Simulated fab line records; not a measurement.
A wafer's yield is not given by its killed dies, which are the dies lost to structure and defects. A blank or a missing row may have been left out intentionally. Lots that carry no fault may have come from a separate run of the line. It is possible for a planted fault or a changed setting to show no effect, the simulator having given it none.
fab line records	flow n5-finfet	part 1 of 2: steps 1 to 16 of 23
record: lots: 5	wafers: 15	last-day: 14
route steps=1938 shown FIN_SAQP@110
lots untouched by any fault: they come from a run of this same line in which no faults occurred
start-h: start of the lot's first displayed wafer, in hours after the record's first day	wait-h: hours since the lot's step before	" identical to the entry in the row above	L1.1+2: a row that stands for several wafers	- value missing, or start not given	* or withheld: withheld	< > ~ a bound
route shown NAME@n: NAME is a module with steps in the file, n the number in the route of the first one	usual: mean/standard deviation taken from wafers without a fault	same: alike in all rows	chamber/n: place in a boat	sites: readings site by site	_std_site: how widely they spread, as a standard deviation	_edge_site: inner sites' mean taken away from outer sites' mean	radius-mm: how far each site lies from the wafer's centre	mask NAME#n: copy n	behind: the last tool/chamber to shape the wafer	hold: why the lot was held/for how many hours/how that ended	device: transistor that didn't switch, given as n, p or np	end of line: at the end of the route, the tests of the same wafers	where a step has no rows: the recipe by itself	killed: not the wafer's yield, but the dies lost to structure and defects at the first sort	map: dies across one wafer; x = killed, . = not, _ = none there
set.NAME: the setting that was run; set.NAME@STEP: the one run at that earlier step	model.NAME: the simulator's own value behind a step, which no gauge read
certain route steps with their lots: each step a table, each wafer a row
services: from which hour (start-h, from the record's first day; less than 0 if before it) a tool's chamber was out of use, for how many hours, and why
== steps ==
step: N5_FIN_SAQP_DEVELOP_15
recipe: develop-time-s: 30	developer: TMAH	resist: CAR-ArF	dev-temp-c: 23	rinse-liquid: diw	dry: air-spin
usual: exhaust-pa: 45.1/0.94
same: develop-time-s: 30
lot.wafer	tool	chamber	start-h	wait-h	exhaust-pa
L079.1	litho-track-02	0	-	-	44.9
L079.2	"	0	"	"	45.8
L079.5	"	0	"	"	45.7
L082.1	litho-track-02	0	-	-	46.9
L082.3	"	0	"	"	44.6
L082.5	"	0	"	"	45.9
L084.1	litho-track-04	0	-	-	45.4
L084.3	"	0	"	"	46.2
L084.6	"	0	"	"	44.7
L085.2	litho-track-02	0	-	-	44.8
L085.4	"	0	"	"	42.5
L085.6	"	0	"	"	43.9
L086.1	litho-track-03	0	-	-	44.0
L086.4	"	0	"	"	44.8
L086.5	"	0	"	"	44.0
step: N5_FIN_SAQP_CD_MEAS_16
recipe: target-cd-nm: 35.6	landing-energy-ev: 500	detector: se-inlens
usual: cd-nm: 35.5/0.32
same: landing-energy-ev: 500
lot.wafer	tool	chamber	start-h	wait-h	cd-nm
L079.1	cd-sem-03	0	52.13	-	35.6
L079.2	"	0	"	"	35.6
L079.5	"	0	"	"	35.4
L082.1	cd-sem-03	0	71.24	-	35.7
L082.3	"	0	"	"	35.9
L082.5	"	0	"	"	35.6
L084.1	cd-sem-03	0	83.01	-	35.8
L084.3	"	0	"	"	35.3
L084.6	"	0	"	"	35.2
L085.2	cd-sem-01	0	89.16	-	35.7
L085.4	"	0	"	"	35.3
L085.6	"	0	"	"	35.3
L086.1	cd-sem-01	0	96.07	-	35.8
L086.4	"	0	"	"	35.5
L086.5	"	0	"	"	35.7
step: N5_FIN_SAQP_OVL_MEAS_17
recipe: points-per-wafer: 44
usual: FIN_CORE_OVL: 0.3/0.8
lot.wafer	tool	chamber	start-h	wait-h	FIN_CORE_OVL[nm]
L079.1	overlay-02	0	52.17	0.0	-0.5
L079.2	"	0	"	"	-0.2
L079.5	"	0	"	"	-1.0
L082.1	overlay-01	0	71.28	0.0	1.6
L082.3	"	0	"	"	1.2
L082.5	"	0	"	"	2.0
L084.1	overlay-01	0	83.05	0.0	1.1
L084.3	"	0	"	"	1.4
L084.6	"	0	"	"	1.2
L085.2	overlay-01	0	89.20	0.0	0.1
L085.4	"	0	"	"	0.5
L085.6	"	0	"	"	0.0
L086.1	overlay-01	0	96.11	0.0	-0.1
L086.4	"	0	"	"	1.5
L086.5	"	0	"	"	-0.2
step: N5_FIN_SAQP_INSPECT_18
recipe: mode: adi	inspect-instrument: brightfield
usual: raw-defect-count: 388/110
lot.wafer	tool	chamber	start-h	wait-h	raw-defect-count
L079.1	defect-inspect-01	-	52.19	0.0	226
L079.2	"	-	"	"	439
L079.5	"	-	"	"	463
L082.1	defect-inspect-02	-	71.30	0.0	317
L082.3	"	-	"	"	333
L082.5	"	-	"	"	255
L084.1	defect-inspect-01	-	83.07	0.0	410
L084.3	"	-	"	"	240
L084.6	"	-	"	"	422
L085.2	defect-inspect-01	-	89.22	0.0	365
L085.4	"	-	"	"	316
L085.6	"	-	"	"	426
L086.1	defect-inspect-02	-	96.13	0.0	317
L086.4	"	-	"	"	338
L086.5	"	-	"	"	368
step: N5_FIN_SAQP_DESCUM_21
recipe: chemistry: O2	time-s: 7.9	source-power-w: 50	bias-power-w: 20	pressure-mtorr: 20	rf-frequency-hz: 2.712e+07	temp-c: 40	resist: CAR-ArF	o2-flow-sccm: 225
usual: drypump-motor-current-A: 5.6/0.45	oes-product-au: 0.79/0.094	rf-fwd-power-W: 49.42/0.26	rf-vpp-V: 243.2/1.4	showerhead-plenum-p-Torr: 2.10/0.08	throttle-valve-pct: 20.50/0.23
lot.wafer	tool	chamber	start-h	wait-h	drypump-motor-current-A	oes-product-au	rf-fwd-power-W	rf-hours-counter-h	rf-vpp-V	showerhead-plenum-p-Torr	throttle-valve-pct
L079.1	rie-diel-05	1	52.24	0.0	6.1	0.68	49.19	232	244.1	2.16	20.53
L079.2	"	0	"	"	5.5	0.67	49.57	249	243.3	2.05	20.42
L079.5	"	0	"	"	5.5	0.67	49.48	-	243.3	2.05	20.44
L082.1	rie-diel-05	2	71.34	0.0	5.6	0.94	49.36	24	242.5	2.04	20.49
L082.3	"	1	"	"	6.1	0.68	49.15	241	243.3	2.15	20.54
L082.5	"	1	"	"	6.1	0.68	49.01	-	242.6	2.15	20.53
L084.1	rie-diel-01	2	83.11	0.0	5.3	0.81	49.51	82	242.8	2.04	20.25
L084.3	"	3	"	"	5.3	0.84	48.93	65	240.6	2.04	20.00
L084.6	"	0	"	"	6.2	0.72	49.18	-	243.5	2.08	20.77
L085.2	rie-diel-01	2	89.25	0.0	5.3	0.81	49.42	85	240.6	2.04	20.25
L085.4	"	1	"	"	5.7	0.72	49.62	193	242.0	2.08	20.51
L085.6	"	0	"	"	6.2	0.71	49.42	-	243.3	2.08	20.76
L086.1	rie-diel-01	3	96.26	0.1	5.3	0.83	49.37	70	241.9	2.04	20.00
L086.4	"	1	"	"	5.6	0.72	49.80	196	242.9	2.08	20.53
L086.5	"	1	"	"	5.6	0.71	49.81	-	243.1	2.08	20.52
step: N5_FIN_SAQP_ETCH_51
recipe: chemistry: CF4	target: SiARC	target-depth-a: 455	mask-material: CAR-ArF	time-s: 75.8	ion-energy-ev: 80	pressure-mtorr: 40	source-w: 545	bias-w: 36	Ar_flow_sccm: 100	cf4-flow-sccm: 100	ends: cleared
usual: drypump-motor-current-A: 5.6/0.45	etch-rf-on-time-s: 75.4/1.2	oes-product-au: 0.68/0.081	rf-fwd-power-W: 539.8/2.3	rf-vpp-V: 184.2/1.2	showerhead-plenum-p-Torr: 2.15/0.075	throttle-valve-pct: 15.68/0.25
lot.wafer	tool	chamber	start-h	wait-h	drypump-motor-current-A	etch-rf-on-time-s	oes-product-au	rf-fwd-power-W	rf-hours-counter-h	rf-vpp-V	showerhead-plenum-p-Torr	throttle-valve-pct
L079.1	rie-diel-05	1	52.27	0.0	6.1	75.6	0.59	535.6	232	186.3	2.20	15.72
L079.2	"	0	"	"	5.5	77.7	0.58	541.1	249	184.0	2.11	15.77
L079.5	"	0	"	"	5.5	78.1	0.58	542.4	-	184.1	2.11	15.76
L082.1	rie-diel-05	2	71.37	0.0	5.6	72.7	0.81	540.5	24	184.3	2.10	15.69
L082.3	"	1	"	"	6.1	74.5	0.59	536.2	241	185.7	2.20	15.71
L082.5	"	1	"	"	6.1	74.2	0.59	535.3	-	183.8	2.20	15.72
L084.1	rie-diel-01	2	83.14	0.0	5.3	74.5	0.69	541.3	82	183.7	2.08	15.37
L084.3	"	3	"	"	5.4	76.1	0.72	535.4	65	183.1	2.08	15.16
L084.6	"	0	"	"	6.2	75.8	0.62	537.1	-	183.0	2.13	16.00
L085.2	rie-diel-01	2	89.29	0.0	5.3	74.2	0.69	539.2	85	184.6	2.08	15.36
L085.4	"	1	"	"	5.6	75.0	0.61	544.7	193	183.5	2.13	15.75
L085.6	"	0	"	"	6.2	75.6	0.62	537.4	-	183.8	2.13	15.97
L086.1	rie-diel-01	3	96.29	0.0	5.3	74.8	0.72	538.0	70	184.1	2.08	15.16
L086.4	"	1	"	"	5.6	75.5	0.62	538.7	196	184.2	2.13	15.74
L086.5	"	1	"	"	5.6	75.6	0.61	540.0	-	182.8	2.13	15.75
step: N5_FIN_SAQP_ETCH_52
recipe: chemistry: N2/H2	target: SOC	target-depth-a: 1000	overetch-a: 200	mask-material: SiARC	temp-c: 40	time-s: 150	ion-energy-ev: 200	pressure-mtorr: 30	source-w: 840	bias-w: 150	n2-flow-sccm: 200	h2-flow-sccm: 200	ends: end-point
usual: drypump-motor-current-A: 5.6/0.45	n2-flow-sccm: 200.0/0.57	oes-product-au: 0.71/0.08	rf-fwd-power-W: 836.8/2.6	rf-vpp-V: 524.1/2.8	showerhead-plenum-p-Torr: 2.55/0.094	throttle-valve-pct: 17.88/0.2
lot.wafer	tool	chamber	start-h	wait-h	drypump-motor-current-A	n2-flow-sccm	oes-product-au	rf-fwd-power-W	rf-hours-counter-h	rf-vpp-V	showerhead-plenum-p-Torr	throttle-valve-pct
L079.1	rie-diel-05	1	52.33	0.0	6.1	200.2	0.61	835.8	232	526.8	2.61	17.91
L079.2	"	0	"	"	5.5	199.9	0.61	835.1	249	522.3	2.50	17.90
L079.5	"	0	"	"	5.5	199.1	0.61	838.0	-	521.8	2.50	17.89
L082.1	rie-diel-05	2	71.43	0.0	5.7	200.3	0.82	841.8	24	522.1	2.48	17.89
L082.3	"	1	"	"	6.1	199.7	0.61	834.3	241	525.1	2.60	17.93
L082.5	"	1	"	"	6.1	199.6	0.61	833.3	-	526.2	2.60	17.93
L084.1	rie-diel-01	2	83.20	0.0	5.3	199.2	0.73	837.9	82	523.1	2.46	17.69
L084.3	"	3	"	"	5.3	200.3	0.74	838.4	65	521.7	2.47	17.49
L084.6	"	0	"	"	6.2	200.8	0.64	840.5	-	524.1	2.53	18.22
L085.2	rie-diel-01	2	89.35	0.0	5.3	199.8	0.72	833.0	85	522.1	2.46	17.70
L085.4	"	1	"	"	5.6	200.3	0.64	840.7	193	523.3	2.52	17.87
L085.6	"	0	"	"	6.2	200.9	0.66	836.0	-	522.1	2.53	18.22
L086.1	rie-diel-01	3	96.35	0.0	5.4	201.1	0.75	837.0	70	522.1	2.47	17.48
L086.4	"	1	"	"	5.7	201.2	0.63	836.8	196	523.6	2.52	17.91
L086.5	"	1	"	"	5.7	200.2	0.64	839.9	-	524.0	2.52	17.90
step: N5_FIN_SAQP_STRIP_53
recipe: chemistry: N2/H2	temp-c: 40	n2-flow-sccm: 200	h2-flow-sccm: 200	rf-frequency-hz: 6e+07
lot.wafer	tool	chamber	start-h	wait-h
L079.1+2+5	rie-diel-05	1,0,0	52.43	0.0
L082.1+3+5	rie-diel-05	2,1,1	71.53	0.0
L084.1+3+6	rie-diel-01	2,3,0	83.30	0.0
L085.2+4+6	rie-diel-01	2,1,0	89.44	0.0
L086.1+4+5	rie-diel-01	3,1,1	96.45	0.0
step: N5_FIN_SAQP_HM_OPEN_73
recipe: chemistry: CHF3/O2	target: SiO2	stop-on: a-Si	target-depth-a: 120	over-etch-frac: 1.8	mask-material: SOC	time-s: 16.8	pressure-mtorr: 30	source-w: 650	bias-w: 170	Ar_flow_sccm: 200	CHF3_flow_sccm: 50	O2_flow_sccm: 5	ion-energy-ev: 200	ends: end-point
usual: drypump-motor-current-A: 5.6/0.45	oes-product-au: 0.47/0.054	rf-fwd-power-W: 645/3	rf-vpp-V: 522/3.3	showerhead-plenum-p-Torr: 2.42/0.086	throttle-valve-pct: 18.90/0.24
same: over-etch-frac: 1.8
lot.wafer	tool	chamber	start-h	wait-h	drypump-motor-current-A	oes-product-au	rf-fwd-power-W	rf-hours-counter-h	rf-vpp-V	showerhead-plenum-p-Torr	throttle-valve-pct
L079.1	rie-diel-05	1	52.44	0.0	6.1	0.41	640	232	522	2.47	18.86
L079.2	"	0	"	"	5.5	0.41	650	250	522	2.37	18.89
L079.5	"	0	"	"	5.5	0.41	650	-	522	2.37	18.88
L082.1	rie-diel-05	2	71.54	0.0	5.6	0.56	645	24	520	2.36	18.96
L082.3	"	1	"	"	6.1	0.41	638	241	522	2.47	18.87
L082.5	"	1	"	"	6.1	0.41	641	-	523	2.47	18.88
L084.1	rie-diel-01	2	83.31	0.0	5.3	0.48	644	82	520	2.33	18.52
L084.3	"	3	"	"	5.4	0.50	646	65	525	2.35	18.40
L084.6	"	0	"	"	6.2	0.43	646	-	519	2.40	19.21
L085.2	rie-diel-01	2	89.45	0.0	5.3	0.48	646	85	519	2.33	18.52
L085.4	"	1	"	"	5.6	0.42	647	193	523	2.40	18.95
L085.6	"	0	"	"	6.2	0.43	646	-	519	2.40	19.20
L086.1	rie-diel-01	3	96.46	0.0	5.3	0.50	642	70	527	2.35	18.40
L086.4	"	1	"	"	5.6	0.43	646	196	521	2.40	18.94
L086.5	"	1	"	"	5.6	0.43	646	-	521	2.40	18.96
step: N5_FIN_SAQP_STRIP_74
recipe: chemistry: CHF3/O2	resist: SiARC	rf-frequency-hz: 6e+07
lot.wafer	tool	chamber	start-h	wait-h
L079.1+2+5	rie-diel-05	1,0,0	52.49	0.0
L082.1+3+5	rie-diel-05	2,1,1	71.59	0.0
L084.1+3+6	rie-diel-01	2,3,0	83.36	0.0
L085.2+4+6	rie-diel-01	2,1,0	89.51	0.0
L086.1+4+5	rie-diel-01	3,1,1	96.51	0.0
step: N5_FIN_SAQP_MANDREL_ETCH_22
recipe: target-depth-a: 600	chemistry: HBr/Cl2	target: a-Si	stop-on: SiNx	bt-time-s: 10	over-etch-frac: 0.5	time-s: 30	pressure-mtorr: 10	icp-w: 800	bias-w: 75	HBr_flow_sccm: 150	Cl2_flow_sccm: 80	ends: end-point
usual: drypump-motor-current-A: 5.8/0.34	oes-product-au: 0.769/0.0095	rf-fwd-power-W: 795.3/2.8	throttle-valve-pct: 35.37/0.2
same: over-etch-frac: 0.5
lot.wafer	tool	chamber	start-h	wait-h	drypump-motor-current-A	oes-product-au	rf-fwd-power-W	rf-hours-counter-h	throttle-valve-pct
L079.1	rie-si-01	1	52.52	0.0	5.6	0.772	790.9	123	35.61
L079.2	"	2	"	"	5.8	0.757	793.2	118	35.21
L079.5	"	2	"	"	5.8	0.765	789.6	-	35.18
L082.1	rie-si-01	1	71.62	0.0	5.6	0.778	789.5	124	35.60
L082.3	"	3	"	"	5.7	0.773	792.0	136	35.23
L082.5	"	0	"	"	6.3	0.781	794.7	-	35.60
L084.1	rie-si-01	2	83.39	0.0	5.8	0.750	792.3	118	35.22
L084.3	"	3	"	"	5.7	0.764	794.7	136	35.26
L084.6	"	0	"	"	6.3	0.760	799.8	-	35.65
L085.2	rie-si-01	3	89.54	0.0	5.7	0.774	794.8	136	35.22
L085.4	"	1	"	"	5.6	0.785	791.0	124	35.58
L085.6	"	0	"	"	6.3	0.768	796.3	-	35.61
L086.1	rie-si-01	1	96.54	0.0	5.6	0.775	798.5	124	35.59
L086.4	"	3	"	"	5.6	0.786	793.4	136	35.20
L086.5	"	2	"	"	5.8	0.769	798.5	-	35.17
step: N5_FIN_SAQP_STRIP_55
recipe: chemistry: N2/H2	power-w: 500	temp-c: 40	pressure-mtorr: 50	rf-frequency-hz: 6e+07	overash-fraction: 0.3	bias-power-w: 28	h2-frac: 0.5	n2-flow-sccm: 300	h2-flow-sccm: 300
usual: drypump-motor-current-A: 5.6/0.42	n2-flow-sccm: 299.9/0.84	oes-product-au: 0.80/0.099	rf-vpp-V: 121.8/1.4	showerhead-plenum-p-Torr: 3.36/0.11	throttle-valve-pct: 18.94/0.25
lot.wafer	tool	chamber	start-h	wait-h	drypump-motor-current-A	n2-flow-sccm	oes-product-au	rf-hours-counter-h	rf-vpp-V	showerhead-plenum-p-Torr	throttle-valve-pct
L079.1	rie-diel-05	3	52.62	0.1	5.0	299.5	0.69	245	121.2	3.17	18.67
L079.2	"	1	"	"	6.1	299.6	0.68	232	122.7	3.44	19.13
L079.5	"	1	"	"	6.1	299.4	0.68	-	119.7	3.44	19.14
L082.1	rie-diel-05	2	71.72	0.1	5.7	299.4	0.93	24	121.7	3.28	19.02
L082.3	"	3	"	"	5.0	300.8	0.70	254	118.9	3.17	18.67
L082.5	"	3	"	"	5.0	301.2	0.69	-	120.5	3.17	18.68
L084.1	rie-diel-01	3	83.49	0.1	5.4	301.6	0.83	65	120.0	3.27	18.82
L084.3	"	0	"	"	6.2	298.8	0.71	193	123.6	3.35	19.29
L084.6	"	0	"	"	6.2	299.0	0.72	-	119.7	3.35	19.28
L085.2	rie-diel-05	1	89.64	0.1	6.1	301.0	0.67	250	123.2	3.43	19.16
L085.4	"	2	"	"	5.6	298.7	0.92	-	121.0	3.28	19.02
L085.6	"	0	"	"	5.5	300.0	0.94	-	122.3	3.29	18.59
L086.1	rie-diel-01	2	96.64	0.1	5.3	301.1	0.81	88	121.8	3.26	19.15
L086.4	"	0	"	"	6.2	300.4	0.72	198	121.7	3.34	19.30
L086.5	"	1	"	"	5.7	299.2	0.71	-	121.9	3.33	19.04
step: N5_FIN_SAQP_STRIP_23
recipe: chemistry: SPM	time-s: 750	temp-c: 130	h2so4-h2o2-vol-ratio: 4
usual: bath-heat-duty-pct: 14.7/1.6
lot.wafer	tool	chamber	start-h	wait-h	bath-heat-duty-pct
L079.1	wet-bench-05	3	52.69	-	13.0
L079.2	"	4	"	"	15.8
L079.5	"	7	"	"	14.3
L082.1	wet-bench-04	4	71.79	-	16.7
L082.3	"	1	"	"	12.7
L082.5	"	7	"	"	14.7
L084.1	wet-bench-05	4	83.56	-	16.3
L084.3	"	2	"	"	16.7
L084.6	"	3	"	"	12.8
L085.2	wet-bench-01	2	89.70	-	11.0
L085.4	"	6	"	"	17.2
L085.6	"	3	"	"	13.8
L086.1	wet-bench-05	6	96.71	-	14.2
L086.4	"	3	"	"	12.1
L086.5	"	2	"	"	15.1
step: N5_FIN_SAQP_SRD_66
recipe: dry: ipa-marangoni	time-s: 30	temp-c: 23	rinse-liquid: diw
usual: bath-heat-duty-pct: 3.6/0.54
lot.wafer	tool	chamber	start-h	wait-h	bath-heat-duty-pct
L079.1	wet-bench-05	3	52.90	0.0	3.5
L079.2	"	4	"	"	4.2
L079.5	"	7	"	"	3.0
L082.1	wet-bench-04	4	72.00	0.0	4.6
L082.3	"	1	"	"	3.5
L082.5	"	7	"	"	3.2
L084.1	wet-bench-05	4	83.76	0.0	4.5
L084.3	"	2	"	"	3.7
L084.6	"	3	"	"	3.3
L085.2	wet-bench-01	2	89.91	0.0	2.5
L085.4	"	6	"	"	4.6
L085.6	"	3	"	"	3.0
L086.1	wet-bench-05	6	96.91	0.0	3.3
L086.4	"	3	"	"	3.7
L086.5	"	2	"	"	4.2
step: N5_FIN_SAQP_RECESS_75
recipe: chemistry: HF/NH3	target: SiO2	target-depth-a: 144	afs-cycles: 3	temp-c: 30	sublimation-temp-c: 180	sublimation-time-s: 60
usual: drypump-motor-current-A: 5.6/0.57
lot.wafer	tool	chamber	start-h	wait-h	drypump-motor-current-A
L079.1	vapor-etch-02	0	52.94	0.0	5.4
L079.2	"	1	"	"	4.7
L079.5	"	0	"	"	5.3
L082.1	vapor-etch-01	1	72.04	0.0	5.6
L082.3	"	1	"	"	5.6
L082.5	"	0	"	"	6.3
L084.1	vapor-etch-01	0	84.11	0.3	6.3
L084.3	"	1	"	"	5.6
L084.6	"	1	"	"	5.6
L085.2	vapor-etch-01	1	89.96	0.0	5.6
L085.4	"	1	"	"	5.6
L085.6	"	1	"	"	5.6
L086.1	vapor-etch-01	0	96.96	0.0	6.3
L086.4	"	0	"	"	6.3
L086.5	"	1	"	"	5.6
step: N5_FIN_SAQP_SPACER1_ALD_24
recipe: material: SiO2	target-thk-a: 203	temp-c: 300	ald-precursor-family: BDEAS	ald-co-reactant: O2-plasma	pulse-time-s: 1	purge-time-s: 2	co-reactant-purge-time-s: 2	ald-cycles: 218	pressure-torr: 2
usual: heater-power-w: 485/42	precursor-pulse-height-rel: 1.002/0.018	susceptor-temp-C: 300.00/0.19
same: ald-cycles: 218
lot.wafer	tool	chamber	start-h	wait-h	heater-power-w	precursor-pulse-height-rel	susceptor-temp-C
L079.1	ald-sin-01	3	53.33	0.3	405	1.008	299.95
L079.2	"	2	"	"	472	0.968	300.00
L079.5	"	2	"	"	480	1.029	299.98
L082.1	ald-sin-04	3	72.43	0.3	522	1.010	299.81
L082.3	"	1	"	"	462	0.991	299.78
L082.5	"	0	"	"	517	1.005	299.97
L084.1	ald-sin-01	3	84.50	0.3	409	0.991	299.78
L084.3	"	2	"	"	477	0.979	299.85
L084.6	"	0	"	"	469	1.037	299.89
L085.2	ald-sin-01	2	90.39	0.3	467	1.031	299.68
L085.4	"	1	"	"	553	1.031	300.00
L085.6	"	0	"	"	452	0.998	299.66
L086.1	ald-sin-01	2	97.97	0.9	492	1.031	299.89
L086.4	"	0	"	"	461	0.992	299.99
L086.5	"	3	"	"	406	1.003	300.47
